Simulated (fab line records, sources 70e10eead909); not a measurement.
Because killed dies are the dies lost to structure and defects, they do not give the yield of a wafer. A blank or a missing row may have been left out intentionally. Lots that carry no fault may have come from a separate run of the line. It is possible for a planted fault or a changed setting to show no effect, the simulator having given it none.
Matching of chambers ; flow nand_harc ; NHARC_A_CHANNEL_FILL_D1_ALD_25 on ald_hk-04 has 4 sister chambers
The step deposits SiOx, target thk 60 nm, pulse time 10 s, ald cycles 600. 4 wafers are shown with their chamber, then 8 later ones without.

EACH WAFER AND ITS CHAMBER
wafer;chamber;heater_power_w (W)
L087.1;0;447
L087.4;1;465
L087.2;3;479
L087.3;2;465

WAFERS WHOSE CHAMBER IS MISSING
wafer;heater_power_w (W)
L087.5;453
L087.6;448
L096.1;440
L096.3;466
L096.5;468
L094.4;475
L094.3;460
L094.5;443

EACH ONE'S CHAMBER
wafer;from the rows above;in truth
L087.5;can't be placed: 0 or 1 or 2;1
L087.6;0;0
L096.1;0;0
L096.3;can't be placed: 1 or 2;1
L096.5;can't be placed: 1 or 2 or 3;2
L094.4;can't be placed: 3 or 1 or 2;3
L094.3;can't be placed: 1 or 2 or 0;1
L094.5;0;0
Placed correctly: 3 of 8. Can't be placed from these rows: 5 (the true chamber is among the candidates in 5). Placed wrongly: 0.
How it was worked out, from the rows above alone: a wafer's distance from a chamber is the root of the sum, over the readings, of the square of ((its reading less the chamber's mean) divided by the reading's scatter). If the next closest chamber is less than 2 further off than the closest, the wafer can't be placed; otherwise it belongs to the closest. A chamber's mean is the mean of its shown wafers. The scatter: with one shown wafer a chamber, the root of the mean of the squares of how far each hidden wafer lies from its nearest shown one.
